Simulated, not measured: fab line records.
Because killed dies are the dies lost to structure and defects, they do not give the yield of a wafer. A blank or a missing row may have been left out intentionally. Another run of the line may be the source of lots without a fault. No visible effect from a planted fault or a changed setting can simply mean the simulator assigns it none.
Chamber matching ; flow nandHarc ; NHARC_A_CHANNEL_FILL_D1_ALD_02 on aldHk-03 has 4 sister chambers
The step deposits SiO2, target thk 6 nm, pulse time 10 s, ald cycles 60. 18 wafers are shown with their chamber, then 9 later ones without.

== EACH WAFER AND ITS CHAMBER ==
wafer;chamber;heaterPowerW (W);precursorPulseHeightRel
L629.1;0;467;0.966
L629.2;2;472;0.989
L629.5;0;453;0.991
L630.4;1;460;0.998
L630.5;3;499;0.999
L630.6;2;461;1.016
L632.2;2;471;1.013
L632.4;1;437;0.988
L632.5;2;468;1.014
L634.2;3;470;0.999
L634.5;0;452;1.048
L634.6;3;475;1.013
L633.4;1;427;0.995
L633.5;3;470;0.996
L633.6;2;476;1.003
L637.2;3;475;0.993
L637.3;0;468;0.970
L637.6;3;466;1.002

SIGNATURES (averages over the wafers above)
reading;chamber 0;chamber 1;chamber 2;chamber 3;scatter within a chamber
heaterPowerW;460.00;441.33;469.60;475.83;10.8
precursorPulseHeightRel;0.99375;0.99367;1.00700;1.00033;0.0191
Rule: distance of a wafer from a chamber = root of the sum over the readings of ((wafer's reading minus chamber's mean) / reading's scatter) squared. The wafer belongs to the nearest chamber; if the next one is less than 2 further off, it can't be placed. How the scatter is found: for the shown wafers, subtract from each reading the mean of its chamber, square and add these, divide the total by (wafers less chambers), then take the root.

== WAFERS WHOSE CHAMBER IS MISSING ==
wafer;heaterPowerW (W);precursorPulseHeightRel
L638.1;471;0.987
L638.3;432;0.991
L638.4;469;0.989
L641.1;467;1.019
L641.5;474;1.014
L641.6;468;0.992
L642.2;459;1.013
L642.4;481;1.017
L642.6;432;0.996

== CHAMBER TAKEN BY EACH ==
wafer;from the rows above;in truth
L638.1;can't be placed: 3 or 2 or 0 or 1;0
L638.3;can't be placed: 1 or 0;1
L638.4;can't be placed: 3 or 0 or 2 or 1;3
L641.1;can't be placed: 2 or 3 or 0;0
L641.5;can't be placed: 2 or 3 or 0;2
L641.6;can't be placed: 0 or 2 or 3 or 1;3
L642.2;can't be placed: 0 or 2 or 3 or 1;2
L642.4;can't be placed: 3 or 2 or 0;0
L642.6;can't be placed: 1 or 0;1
Placed correctly: 0 of 9. Unplaceable from these rows: 9, with the true chamber sitting among the candidates in 9. Number placed wrongly: 0.
